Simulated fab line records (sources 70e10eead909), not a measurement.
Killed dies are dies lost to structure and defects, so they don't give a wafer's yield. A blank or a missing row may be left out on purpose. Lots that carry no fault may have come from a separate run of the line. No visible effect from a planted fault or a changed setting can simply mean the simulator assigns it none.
fab line records	flow nand_harc
record lots=24	wafers=72	last_day=34
route steps=1302 shown A_STAIRCASE@773
lots that met no fault: from a run of the same line without faults
start_h: hours from the record's first day to the start of the lot's first wafer shown	wait_h: hours since the lot's step before	" same as the row above	L1.1+2: a row that stands for several wafers	- no value present, or no start provided	* or withheld: withheld	< > ~ a bound
route shown NAME@n: names a module that has steps shown in the file, with the first one's number in the route	usual: mean/standard deviation of fault-free wafers	same: alike in all rows	chamber/n: place in a boat	sites: readings site by site	_std_site: the standard deviation of these	_edge_site: the outer-site mean with the inner-site mean subtracted	radius_mm: for every site, how far away it sits from the centre of the wafer	mask NAME#n: copy n	behind: tool/chamber where the wafer was last shaped	hold: why the lot went on hold/how many hours it stayed there/how the hold came to an end	device: which transistor (n, p or np) failed to switch	end of line: tests run on the same wafers once the route is complete	where a step has no rows: the recipe by itself	killed: not the wafer's yield, but the dies lost to structure and defects at the first sort	map: shows each die of a wafer: x if killed, . if not, _ if none is there
set.NAME: setting as actually run; set.NAME@STEP: the setting as run at that earlier step	model.NAME: the simulator's own value behind a step, which no gauge read
steps of the route over a sample of lots; a table a step, a row a wafer
services: from which hour (start_h, from the record's first day; less than 0 if before it) a tool's chamber was out of use, for how many hours, and why
## steps
# step NHARC_A_STAIRCASE_DEP_259
# recipe target_thk_a=300	target_thk_nm=30	temp_c=400	pressure_torr=3.5	flow_sccm=200	rf_w=350	material=SiON
# usual heater_power_w=732/48
lot.wafer	tool	chamber	start_h	wait_h	heater_power_w
L074.1	pecvd-02	0	363.34	1.6	657
L074.2	"	1	"	"	773
L074.5	"	1	"	"	775
L075.5	pecvd-02	0	382.85	0.4	664
L075.6	"	1	"	"	727
L075.4	"	2	"	"	746
L077.1	pecvd-03	1	390.57	1.6	800
L077.5	"	1	"	"	792
L077.4	"	2	"	"	659
L076.3	pecvd-01	0	392.43	1.0	672
L076.6	"	1	"	"	690
L076.4	"	2	"	"	760
L078.5	pecvd-03	2	416.06	0.4	704
L078.4	"	0	"	"	675
L078.6	"	1	"	"	784
L079.1	pecvd-01	0	419.24	1.5	734
L079.5	"	0	"	"	749
L079.4	"	2	"	"	759
L081.2	pecvd-03	1	437.10	1.2	773
L081.3	"	0	"	"	644
L081.6	"	2	"	"	733
L080.3	pecvd-02	0	440.89	1.0	675
L080.4	"	1	"	"	720
L080.6	"	0	"	"	661
L082.1	pecvd-01	1	460.94	1.5	674
L082.3	"	2	"	"	671
L082.5	"	0	"	"	706
L083.2	pecvd-03	0	471.38	1.3	709
L083.1	"	2	"	"	761
L083.6	"	0	"	"	731
L084.3	pecvd-01	2	471.64	0.9	693
L084.2	"	1	"	"	711
L084.4	"	1	"	"	702
L086.1	pecvd-03	2	487.98	1.6	734
L086.5	"	1	"	"	674
L086.6	"	2	"	"	727
L085.1	pecvd-02	2	492.17	1.6	707
L085.2	"	0	"	"	760
L085.4	"	0	"	"	770
L088.3	pecvd-01	0	511.23	1.0	736
L088.6	"	2	"	"	793
L088.5	"	0	"	"	742
L087.1	pecvd-01	2	516.26	1.6	864
L087.6	"	1	"	"	673
L087.5	"	2	"	"	676
L089.2	pecvd-01	2	520.31	1.2	832
L089.3	"	0	"	"	751
L089.5	"	0	"	"	763
L090.2	pecvd-03	1	530.36	1.2	791
L090.1	"	2	"	"	733
L090.5	"	2	"	"	726
L091.2	pecvd-02	1	541.86	1.3	712
L091.4	"	2	"	"	731
L091.5	"	0	"	"	673
L093.1	pecvd-02	1	550.13	2.1	746
L093.6	"	0	"	"	670
L093.4	"	2	"	"	750
L092.3	pecvd-01	1	550.21	1.0	788
L092.1	"	2	"	"	794
L092.2	"	0	"	"	747
L094.3	pecvd-02	0	568.45	1.0	731
L094.4	"	0	"	"	745
L094.5	"	1	"	"	768
L095.2	pecvd-03	1	586.36	1.2	718
L095.4	"	1	"	"	721
L095.6	"	0	"	"	725
L096.2	pecvd-01	1	598.26	1.3	755
L096.4	"	2	"	"	828
L096.6	"	0	"	"	767
L097.5	pecvd-01	0	599.45	0.4	738
L097.4	"	1	"	"	767
L097.6	"	2	"	"	806
# step NHARC_A_STAIRCASE_ETCH_451
# recipe target_depth_a=300	overetch_a=30	time_s=16.5	ion_energy_ev=100	cf4_flow_sccm=80	o2_flow_sccm=20	ar_flow_sccm=0	rf_w=300	bias_w=100	chemistry=CF4/O2
# usual drypump_motor_current_A=5.86/0.28	oes_product_au=1.003/0.01	rf_vpp_V=198.1/1.3	showerhead_plenum_p_Torr=1.35/0.051	throttle_valve_pct=13.397/0.0083
# same time_s=16.5
lot.wafer	tool	chamber	start_h	wait_h	drypump_motor_current_A	oes_product_au	rf_hours_counter_h	rf_vpp_V	showerhead_plenum_p_Torr	throttle_valve_pct
L074.2	rie_diel-02	0	-	-	6.10	1.000	47	200.5	1.42	13.393
L074.1	"	1	"	"	5.63	0.994	44	196.4	1.27	13.409
L074.5	"	1	"	"	5.64	0.992	-	198.0	1.27	13.397
L075.4	rie_diel-12	0	-	-	5.68	0.995	37	197.1	1.35	13.386
L075.6	"	1	"	"	5.87	1.000	-	198.2	1.36	13.399
L075.5	"	2	"	"	5.64	1.024	-	199.6	1.37	13.401
L077.4	rie_diel-12	2	-	-	5.66	1.014	37	198.2	1.37	13.413
L077.1	"	0	"	"	5.68	0.993	39	198.8	1.35	13.397
L077.5	"	1	"	"	5.87	1.004	-	199.3	1.36	13.404
L076.3	rie_diel-09	3	-	-	5.82	1.024	26	200.4	1.43	13.396
L076.6	"	3	"	"	5.82	1.022	-	199.7	1.43	13.413
L076.4	"	0	"	"	5.95	1.009	-	198.3	1.38	13.389
L078.4	rie_diel-02	0	-	-	6.14	0.997	4	199.0	1.42	13.397
L078.5	"	2	"	"	5.77	1.002	-	197.4	1.30	13.392
L078.6	"	3	"	"	5.27	0.993	-	199.4	1.38	13.376
L079.4	rie_diel-12	1	-	-	5.84	0.995	47	198.1	1.35	13.401
L079.1	"	3	"	"	5.87	0.991	46	195.0	1.24	13.389
L079.5	"	1	"	"	5.84	1.001	-	199.1	1.35	13.386
L081.3	rie_diel-09	0	-	-	5.99	1.000	40	199.5	1.38	13.396
L081.2	"	1	"	"	5.86	0.998	24	195.9	1.30	13.412
L081.6	"	3	"	"	5.84	1.020	-	199.4	1.42	13.393
L080.3	rie_diel-02	2	-	-	5.77	1.003	11	196.4	1.30	13.396
L080.4	"	0	"	"	6.12	1.005	11	198.7	1.42	13.389
L080.6	"	3	"	"	5.25	1.000	-	198.0	1.38	13.405
L082.1	rie_diel-02	2	-	-	5.76	1.001	18	196.4	1.30	13.404
L082.3	"	1	"	"	5.62	0.996	21	195.1	1.27	13.399
L082.5	"	2	"	"	5.78	0.993	-	197.3	1.30	13.403
L083.1	rie_diel-09	2	-	-	6.45	1.015	46	198.1	1.34	13.395
L083.2	"	0	"	"	5.97	1.009	50	199.1	1.38	13.397
L083.6	"	3	"	"	5.85	1.023	-	198.6	1.42	13.405
L084.4	rie_diel-02	0	-	-	6.11	1.011	24	199.7	1.41	13.398
L084.3	"	1	"	"	5.69	0.994	26	196.8	1.27	13.403
L084.2	"	2	"	"	5.77	0.994	22	197.3	1.30	13.398
L086.1	rie_diel-02	2	-	-	5.79	0.996	26	196.7	1.30	13.408
L086.6	"	2	"	"	5.77	0.991	-	197.2	1.30	13.401
L086.5	"	3	"	"	5.23	1.004	-	199.0	1.38	13.389
L085.2	rie_diel-12	3	-	-	5.88	0.992	11	200.2	1.44	13.395
L085.4	"	0	"	"	5.69	1.000	11	197.9	1.34	13.384
L085.1	"	1	"	"	5.85	1.000	13	198.2	1.35	13.401
L088.3	rie_diel-09	2	-	-	6.40	1.011	2	198.1	1.33	13.391
L088.5	"	2	"	"	6.39	1.005	-	197.8	1.33	13.409
L088.6	"	3	"	"	5.82	1.012	-	199.1	1.42	13.414
L087.1	rie_diel-09	2	-	-	6.42	1.014	4	196.0	1.33	13.413
L087.6	"	1	"	"	5.90	1.005	-	198.3	1.29	13.394
L087.5	"	2	"	"	6.45	1.017	-	198.7	1.33	13.395
L089.2	rie_diel-09	1	-	-	5.94	0.998	6	197.6	1.29	13.400
L089.3	"	2	"	"	6.48	1.016	6	196.7	1.33	13.391
L089.5	"	1	"	"	5.88	0.999	-	198.5	1.29	13.371
L090.2	rie_diel-12	0	-	-	5.70	0.997	28	199.0	1.34	13.394
L090.1	"	1	"	"	5.88	0.997	29	196.9	1.34	13.392
L090.5	"	1	"	"	5.87	1.005	-	197.5	1.34	13.399
L091.4	rie_diel-09	2	-	-	6.48	1.002	12	198.1	1.33	13.407
L091.2	"	3	"	"	5.82	1.004	12	198.3	1.42	13.400
L091.5	"	1	"	"	5.84	0.988	-	196.7	1.29	13.388
L093.4	rie_diel-09	1	-	-	5.86	0.989	15	198.2	1.29	13.389
L093.1	"	3	"	"	5.83	1.002	15	199.2	1.42	13.388
L093.6	"	1	"	"	5.87	0.988	-	195.5	1.29	13.406
L092.3	rie_diel-12	1	-	-	5.86	0.998	36	197.4	1.34	13.402
L092.2	"	2	"	"	5.65	1.003	31	198.5	1.36	13.392
L092.1	"	0	"	"	5.69	1.004	34	197.1	1.34	13.416
L094.3	rie_diel-12	0	-	-	5.70	0.999	38	197.7	1.34	13.401
L094.4	"	3	"	"	5.87	0.988	35	198.7	1.44	13.380
L094.5	"	0	"	"	5.72	0.996	-	198.3	1.34	13.398
L095.4	rie_diel-09	3	-	-	5.85	1.009	27	199.7	1.41	13.393
L095.2	"	1	"	"	5.90	1.013	29	196.0	1.29	13.389
L095.6	"	3	"	"	5.84	1.020	-	199.6	1.41	13.399
L096.2	rie_diel-09	1	-	-	5.90	1.009	33	196.6	1.29	13.393
L096.4	"	2	"	"	6.41	1.008	30	198.5	1.33	13.395
L096.6	"	0	"	"	5.98	0.995	-	199.3	1.37	13.400
L097.4	rie_diel-02	2	-	-	5.74	1.015	9	197.0	1.29	13.395
L097.5	"	1	"	"	5.62	1.013	-	196.4	1.26	13.408
L097.6	"	2	"	"	5.77	1.010	-	196.7	1.29	13.401
# step NHARC_A_STAIRCASE_STRIP_274
# recipe o2_flow_sccm=500	ar_flow_sccm=0	bias_w=0	chemistry=O2
# usual drypump_motor_current_A=5.87/0.29	oes_product_au=0.999/0.01	rf_vpp_V=57.9/0.9	showerhead_plenum_p_Torr=3.56/0.13	throttle_valve_pct=17.037/0.0096
lot.wafer	tool	chamber	start_h	wait_h	drypump_motor_current_A	oes_product_au	rf_hours_counter_h	rf_vpp_V	showerhead_plenum_p_Torr	throttle_valve_pct
L074.1	rie_diel-02	1	-	-	5.67	1.006	46	58.0	3.37	17.034
L074.2	"	2	"	"	5.79	0.991	47	58.2	3.45	17.025
L074.5	"	0	"	"	6.15	1.004	-	58.9	3.75	17.022
L075.4	rie_diel-12	2	-	-	5.67	1.013	36	58.4	3.63	17.042
L075.6	"	0	"	"	5.69	0.990	-	58.2	3.56	17.041
L075.5	"	1	"	"	5.87	0.996	-	57.5	3.58	17.036
L077.4	rie_diel-12	1	-	-	5.87	1.011	40	57.4	3.58	17.033
L077.1	"	0	"	"	5.72	0.998	41	58.7	3.56	17.036
L077.5	"	1	"	"	5.87	1.002	-	58.3	3.58	17.020
L076.3	rie_diel-09	1	-	-	5.92	0.999	17	57.3	3.44	17.054
L076.4	"	3	"	"	5.83	1.024	-	58.2	3.76	17.039
L076.6	"	0	"	"	6.02	0.995	-	57.6	3.65	17.058
L078.4	rie_diel-02	2	-	-	5.78	0.987	6	57.6	3.44	17.040
L078.6	"	1	"	"	5.62	1.000	-	57.1	3.37	17.025
L078.5	"	2	"	"	5.81	1.006	-	58.8	3.44	17.020
L079.4	rie_diel-12	2	-	-	5.64	1.015	51	59.9	3.62	17.012
L079.1	"	3	"	"	5.89	0.984	48	56.1	3.27	17.053
L079.5	"	2	"	"	5.65	1.018	-	58.9	3.62	17.031
L081.2	rie_diel-09	1	-	-	5.87	1.000	26	57.5	3.43	17.042
L081.3	"	3	"	"	5.81	1.022	44	58.2	3.75	17.020
L081.6	"	2	"	"	6.45	0.997	-	57.3	3.53	17.038
L080.4	rie_diel-02	3	-	-	5.26	1.000	11	56.0	3.65	17.050
L080.3	"	0	"	"	6.13	0.991	12	60.1	3.73	17.057
L080.6	"	2	"	"	5.79	0.979	-	57.7	3.44	17.040
L082.1	rie_diel-02	1	-	-	5.69	0.988	23	56.3	3.36	17.041
L082.3	"	3	"	"	5.28	1.002	17	58.1	3.64	17.049
L082.5	"	1	"	"	5.67	0.993	-	58.8	3.36	17.034
L083.2	rie_diel-09	1	-	-	5.96	0.993	38	56.6	3.43	17.036
L083.1	"	3	"	"	5.85	1.001	54	58.0	3.75	17.038
L083.6	"	1	"	"	5.95	0.996	-	57.4	3.43	17.040
L084.4	rie_diel-02	2	-	-	5.76	0.994	23	57.1	3.43	17.048
L084.2	"	3	"	"	5.27	1.003	20	60.0	3.64	17.039
L084.3	"	1	"	"	5.69	1.000	28	56.9	3.35	17.029
L086.1	rie_diel-02	3	-	-	5.30	0.998	25	58.8	3.64	17.035
L086.5	"	0	"	"	6.13	0.994	-	58.4	3.72	17.038
L086.6	"	1	"	"	5.69	1.002	-	57.4	3.35	17.034
L085.4	rie_diel-12	2	-	-	5.69	1.010	9	57.5	3.61	17.049
L085.1	"	3	"	"	5.90	0.997	12	59.5	3.80	17.031
L085.2	"	0	"	"	5.69	1.008	11	57.8	3.55	17.042
L088.3	rie_diel-09	1	-	-	5.92	0.997	3	57.0	3.42	17.039
L088.5	"	1	"	"	5.88	1.008	-	56.8	3.42	17.039
L088.6	"	2	"	"	6.54	1.003	-	58.0	3.52	17.034
L087.1	rie_diel-09	0	-	-	5.96	0.999	1	57.6	3.63	17.020
L087.6	"	1	"	"	5.95	1.001	-	58.2	3.42	17.054
L087.5	"	2	"	"	6.47	1.020	-	57.8	3.52	17.026
L089.3	rie_diel-09	3	-	-	5.83	1.010	6	58.3	3.74	17.037
L089.2	"	1	"	"	5.95	0.988	6	56.9	3.42	17.027
L089.5	"	3	"	"	5.87	1.005	-	58.8	3.74	17.036
L090.2	rie_diel-12	0	-	-	5.70	0.995	28	58.3	3.54	17.040
L090.1	"	1	"	"	5.86	1.000	30	57.4	3.55	17.035
L090.5	"	0	"	"	5.70	0.994	-	58.4	3.54	17.023
L091.4	rie_diel-09	2	-	-	6.48	1.005	14	58.0	3.52	17.058
L091.2	"	0	"	"	6.01	1.006	11	57.7	3.62	17.040
L091.5	"	1	"	"	5.87	0.995	-	57.5	3.42	17.034
L093.4	rie_diel-09	2	-	-	6.45	0.993	15	57.7	3.52	17.032
L093.1	"	3	"	"	5.87	1.003	15	56.6	3.73	17.031
L093.6	"	1	"	"	5.92	0.993	-	57.8	3.42	17.042
L092.2	rie_diel-12	3	-	-	5.88	0.980	32	58.0	3.79	17.044
L092.1	"	1	"	"	5.86	1.000	37	58.7	3.55	17.036
L092.3	"	2	"	"	5.65	1.004	32	57.7	3.60	17.042
L094.3	rie_diel-12	3	-	-	5.91	0.976	39	59.4	3.79	17.039
L094.5	"	0	"	"	5.70	0.997	-	57.5	3.53	17.021
L094.4	"	2	"	"	5.65	1.004	-	57.4	3.59	17.043
L095.2	rie_diel-09	1	-	-	5.90	1.004	30	58.4	3.41	17.052
L095.4	"	0	"	"	6.00	0.996	23	57.3	3.62	17.023
L095.6	"	2	"	"	6.47	0.999	-	59.9	3.51	17.042
L096.2	rie_diel-09	2	-	-	6.47	1.005	31	57.3	3.51	17.026
L096.4	"	3	"	"	5.87	1.005	31	58.2	3.72	17.022
L096.6	"	2	"	"	6.50	0.995	-	57.8	3.51	17.026
L097.4	rie_diel-02	0	-	-	6.15	1.002	8	59.0	3.70	17.029
L097.5	"	3	"	"	5.26	0.986	-	58.3	3.62	17.032
L097.6	"	0	"	"	6.17	0.992	-	58.7	3.70	17.038
# step NHARC_A_STAIRCASE_ETCH_294
# recipe target_depth_a=49890	time_s=1211.6	ion_energy_ev=800	c4f8_flow_sccm=80	o2_flow_sccm=60	ar_flow_sccm=withheld	rf_w=600	bias_w=3000	chemistry=C4F8/O2/Ar
# usual oes_product_au=0.934/0.011	rf_vpp_V=1829/10
# same time_s=1211.6
lot.wafer	tool	chamber	start_h	wait_h	oes_product_au	rf_hours_counter_h	rf_vpp_V
L074.2	rie_diel-12	3	-	-	0.919	34	1809
L074.1	"	1	"	"	0.934	35	1832
L074.5	"	3	"	"	0.925	-	1808
L075.4	rie_diel-12	0	-	-	0.934	39	1830
L075.5	"	1	"	"	0.930	-	1831
L075.6	"	2	"	"	0.951	-	1834
L077.1	rie_diel-09	0	-	-	0.927	25	1835
L077.5	"	0	"	"	0.926	-	1836
L077.4	"	1	"	"	0.927	-	1821
L076.4	rie_diel-12	2	-	-	0.939	40	1834
L076.3	"	3	"	"	0.917	40	1807
L076.6	"	1	"	"	0.932	-	1830
L078.4	rie_diel-09	2	-	-	0.944	30	1828
L078.6	"	1	"	"	0.946	-	1820
L078.5	"	2	"	"	0.932	-	1827
L079.1	rie_diel-09	1	-	-	0.938	24	1820
L079.4	"	0	"	"	0.940	40	1836
L079.5	"	1	"	"	0.952	-	1820
L081.3	rie_diel-02	2	-	-	0.928	13	1819
L081.2	"	3	"	"	0.928	12	1835
L081.6	"	0	"	"	0.935	-	1843
L080.4	rie_diel-09	1	-	-	0.945	27	1821
L080.3	"	2	"	"	0.930	36	1828
L080.6	"	1	"	"	0.946	-	1819
L082.1	rie_diel-09	0	-	-	0.953	49	1833
L082.3	"	3	"	"	0.945	52	1842
L082.5	"	0	"	"	0.935	-	1834
L083.1	rie_diel-02	2	-	-	0.930	24	1818
L083.2	"	3	"	"	0.934	21	1836
L083.6	"	1	"	"	0.930	-	1813
L084.3	rie_diel-02	0	-	-	0.933	26	1842
L084.2	"	1	"	"	0.939	29	1815
L084.4	"	2	"	"	0.932	25	1819
L086.1	rie_diel-02	0	-	-	0.933	35	1841
L086.5	"	0	"	"	0.928	-	1843
L086.6	"	1	"	"	0.933	-	1814
L085.1	rie_diel-12	1	-	-	0.930	18	1827
L085.2	"	2	"	"	0.948	12	1834
L085.4	"	1	"	"	0.927	-	1830
L088.3	rie_diel-02	1	-	-	0.921	43	1814
L088.5	"	3	"	"	0.946	-	1834
L088.6	"	0	"	"	0.952	-	1840
L087.1	rie_diel-02	0	-	-	0.949	44	1839
L087.5	"	1	"	"	0.943	-	1813
L087.6	"	2	"	"	0.950	-	1820
L089.3	rie_diel-02	0	-	-	0.921	45	1841
L089.2	"	3	"	"	0.930	39	1833
L089.5	"	0	"	"	0.922	-	1841
L090.2	rie_diel-12	2	-	-	0.941	24	1832
L090.1	"	0	"	"	0.924	30	1829
L090.5	"	3	"	"	0.911	-	1846
L091.2	rie_diel-09	1	-	-	0.924	15	1819
L091.4	"	2	"	"	0.931	14	1827
L091.5	"	0	"	"	0.937	-	1835
L093.1	rie_diel-02	0	-	-	0.938	54	1839
L093.4	"	3	"	"	0.927	48	1835
L093.6	"	1	"	"	0.934	-	1813
L092.2	rie_diel-12	2	-	-	0.934	33	1832
L092.3	"	0	"	"	0.922	37	1827
L092.1	"	1	"	"	0.921	38	1828
L094.3	rie_diel-12	2	-	-	0.935	43	1832
L094.4	"	3	"	"	0.916	-	1845
L094.5	"	2	"	"	0.937	-	1832
L095.4	rie_diel-12	0	-	-	0.944	52	1826
L095.2	"	1	"	"	0.933	49	1829
L095.6	"	3	"	"	0.928	-	1846
L096.2	rie_diel-09	3	-	-	0.935	35	1840
L096.4	"	0	"	"	0.949	30	1834
L096.6	"	3	"	"	0.937	-	1841
L097.4	rie_diel-02	3	-	-	0.917	10	1834
L097.6	"	1	"	"	0.939	-	1812
L097.5	"	2	"	"	0.948	-	1818
# step NHARC_A_STAIRCASE_HM_DEP_462
# recipe target_thk_a=8000	temp_c=400	material=aC
# usual throttle_valve_pct=35.001/0.0089
lot.wafer	tool	chamber	start_h	wait_h	throttle_valve_pct
L074.1	acl_dep-03	0	374.71	0.1	35.009
L074.2	"	0	"	"	34.991
L074.5	"	0	"	"	34.997
L075.4	acl_dep-03	0	393.70	1.8	34.998
L075.5	"	0	"	"	34.999
L075.6	"	0	"	"	35.019
L077.1	acl_dep-03	0	401.73	0.2	34.999
L077.4	"	0	"	"	34.999
L077.5	"	0	"	"	35.007
L076.3	acl_dep-01	0	402.97	0.7	34.997
L076.4	"	0	"	"	35.019
L076.6	"	0	"	"	35.001
L078.4	acl_dep-01	0	426.57	1.7	35.014
L078.5	"	0	"	"	35.013
L078.6	"	0	"	"	35.002
L079.1	acl_dep-03	0	432.79	1.3	35.001
L079.4	"	0	"	"	35.001
L079.5	"	0	"	"	34.998
L081.2	acl_dep-02	0	450.87	1.3	34.994
L081.3	"	0	"	"	34.994
L081.6	"	0	"	"	35.000
L080.3	acl_dep-01	0	452.10	2.1	34.999
L080.4	"	0	"	"	35.003
L080.6	"	0	"	"	34.995
L082.1	acl_dep-02	0	471.61	0.7	35.000
L082.3	"	0	"	"	35.002
L082.5	"	0	"	"	34.987
L083.1	acl_dep-01	0	480.47	0.1	34.989
L083.2	"	0	"	"	35.005
L083.6	"	0	481.99	1.6	34.990
L084.2	acl_dep-01	0	482.61	1.1	35.000
L084.3	"	0	"	"	34.995
L084.4	"	0	"	"	34.994
L086.1	acl_dep-03	0	501.36	0.1	35.000
L086.5	"	0	502.58	1.3	35.001
L086.6	"	0	"	"	34.997
L085.1	acl_dep-01	0	505.12	0.1	35.007
L085.2	"	0	"	"	35.001
L085.4	"	0	"	"	35.026
L088.3	acl_dep-02	0	523.85	0.7	35.004
L088.5	"	0	"	"	34.998
L088.6	"	0	"	"	35.000
L087.1	acl_dep-03	0	525.29	0.1	35.009
L087.5	"	0	526.54	1.3	35.006
L087.6	"	0	"	"	35.014
L089.2	acl_dep-01	0	530.65	0.6	35.007
L089.3	"	0	"	"	35.003
L089.5	"	0	"	"	34.993
L090.1	acl_dep-02	0	539.45	0.1	34.986
L090.2	"	0	"	"	34.994
L090.5	"	0	"	"	34.991
L091.2	acl_dep-03	0	554.01	3.2	34.999
L091.4	"	0	"	"	34.994
L091.5	"	0	"	"	35.003
L093.1	acl_dep-02	0	560.22	0.1	35.002
L093.4	"	0	"	"	35.008
L093.6	"	0	"	"	35.002
L092.1	acl_dep-03	0	560.63	0.1	34.990
L092.2	"	0	"	"	35.007
L092.3	"	0	"	"	35.006
L094.3	acl_dep-02	0	582.31	0.8	35.001
L094.4	"	0	"	"	34.986
L094.5	"	0	"	"	34.997
L095.2	acl_dep-03	0	599.09	0.4	35.003
L095.4	"	0	"	"	35.006
L095.6	"	0	"	"	35.002
L096.2	acl_dep-03	0	607.98	0.4	34.993
L096.4	"	0	"	"	35.009
L096.6	"	0	"	"	35.002
L097.4	acl_dep-03	0	614.32	4.1	34.988
L097.5	"	0	"	"	35.000
L097.6	"	0	"	"	35.008
# step NHARC_A_STAIRCASE_ETCHBACK_416
# recipe target_depth_a=360	time_s=7.2	c4f8_flow_sccm=withheld	o2_flow_sccm=8	ar_flow_sccm=withheld	rf_w=600	bias_w=800	chemistry=C4F8/O2/Ar
# usual oes_product_au=0.94/0.032	rf_vpp_V=725/4
# same time_s=7.2
lot.wafer	tool	chamber	start_h	wait_h	oes_product_au	rf_hours_counter_h	rf_vpp_V
L074.2	rie_diel-09	3	-	-	0.94	20	730
L074.1	"	2	"	"	0.92	17	725
L074.5	"	3	"	"	0.93	-	731
L075.6	rie_diel-09	0	-	-	1.00	-	727
L075.4	"	1	"	"	1.01	-	721
L075.5	"	3	"	"	1.02	-	730
L076.4	rie_diel-12	2	-	-	0.95	43	727
L076.3	"	0	"	"	0.92	45	724
L076.6	"	1	"	"	0.92	-	724
L077.1	rie_diel-02	3	-	-	1.00	4	726
L077.4	"	0	"	"	1.00	4	730
L077.5	"	3	"	"	0.99	-	727
L078.4	rie_diel-02	3	-	-	0.93	10	726
L078.5	"	0	"	"	0.93	-	729
L078.6	"	1	"	"	0.91	-	719
L079.4	rie_diel-12	1	-	-	0.94	54	725
L079.1	"	2	"	"	0.96	53	727
L079.5	"	0	"	"	0.92	-	725
L081.3	rie_diel-12	3	-	-	0.98	1	731
L081.2	"	1	"	"	0.99	1	724
L081.6	"	2	"	"	1.01	-	726
L080.3	rie_diel-12	3	-	-	0.98	1	732
L080.4	"	1	"	"	0.99	-	724
L080.6	"	2	"	"	1.00	-	725
L082.1	rie_diel-12	0	-	-	0.99	8	724
L082.3	"	3	"	"	0.99	8	732
L082.5	"	3	"	"	0.98	-	730
L083.1	rie_diel-12	0	-	-	0.92	10	725
L083.2	"	1	"	"	0.92	13	724
L083.6	"	0	"	"	0.92	-	723
L084.3	rie_diel-12	2	-	-	0.93	7	725
L084.4	"	3	"	"	0.91	11	729
L084.2	"	0	"	"	0.93	10	723
L086.1	rie_diel-09	1	-	-	1.00	1	719
L086.6	"	2	"	"	1.00	-	722
L086.5	"	3	"	"	1.02	-	729
L085.2	rie_diel-02	3	-	-	0.93	35	726
L085.1	"	0	"	"	0.94	40	731
L085.4	"	2	"	"	0.93	36	719
L088.3	rie_diel-12	2	-	-	0.93	21	725
L088.6	"	3	"	"	0.91	-	732
L088.5	"	0	"	"	0.92	-	724
L087.1	rie_diel-09	1	-	-	0.93	11	720
L087.5	"	3	"	"	0.93	-	730
L087.6	"	0	"	"	0.92	-	726
L089.2	rie_diel-02	0	-	-	0.92	48	727
L089.3	"	3	"	"	0.93	42	726
L089.5	"	0	"	"	0.93	-	728
L090.1	rie_diel-09	1	547.55	1.6	0.92	15	719
L090.2	"	0	"	"	0.93	12	727
L090.5	"	2	"	"	0.92	-	721
L091.4	rie_diel-09	2	-	-	0.93	16	723
L091.2	"	1	"	"	0.93	18	719
L091.5	"	2	"	"	0.93	-	723
L093.4	rie_diel-12	1	-	-	0.92	40	724
L093.1	"	2	"	"	0.92	35	725
L093.6	"	3	"	"	0.92	-	731
L092.1	rie_diel-09	3	-	-	0.94	18	729
L092.3	"	1	"	"	0.92	19	720
L092.2	"	2	"	"	0.93	17	720
L094.3	rie_diel-12	3	-	-	0.91	46	730
L094.5	"	2	"	"	0.93	-	725
L094.4	"	3	"	"	0.92	-	731
L095.2	rie_diel-12	3	-	-	0.91	54	731
L095.4	"	0	"	"	0.93	58	722
L095.6	"	0	"	"	0.92	-	722
L096.4	rie_diel-12	0	-	-	0.93	61	724
L096.2	"	3	"	"	0.92	56	730
L096.6	"	1	"	"	0.93	-	723
L097.4	rie_diel-09	1	-	-	0.93	40	720
L097.5	"	3	"	"	0.94	-	729
L097.6	"	0	"	"	0.94	-	727
## services
tool	chamber	start_h	hours	kind
rie_diel-09	1	343.46	7.0	repair
pecvd-02	-	348.97	2.1	repair
rie_diel-09	1	351.65	5.3	repair
pecvd-03	-	366.06	13.0	pm
acl_dep-01	-	370.74	13.0	pm
pecvd-01	-	372.79	1.0	repair
rie_diel-09	2	384.43	16.1	repair
rie_diel-02	-	393.85	9.0	pm
pecvd-02	-	408.00	13.0	pm
pecvd-03	-	431.39	5.5	repair
rie_diel-12	-	445.96	9.0	pm
pecvd-02	-	455.62	4.2	repair
rie_diel-12	2	474.63	9.5	repair
acl_dep-03	-	484.16	13.0	pm
rie_diel-09	1	490.75	10.6	repair
pecvd-01	-	492.00	13.0	pm
rie_diel-09	0	497.32	16.6	repair
rie_diel-09	-	497.91	9.0	pm
pecvd-03	-	547.06	13.0	pm
pecvd-01	-	551.01	1.0	repair
rie_diel-09	0	566.90	9.3	repair
rie_diel-02	-	570.88	9.0	pm
pecvd-01	-	614.32	0.3	repair
rie_diel-12	-	622.96	9.0	pm
## key
fault none
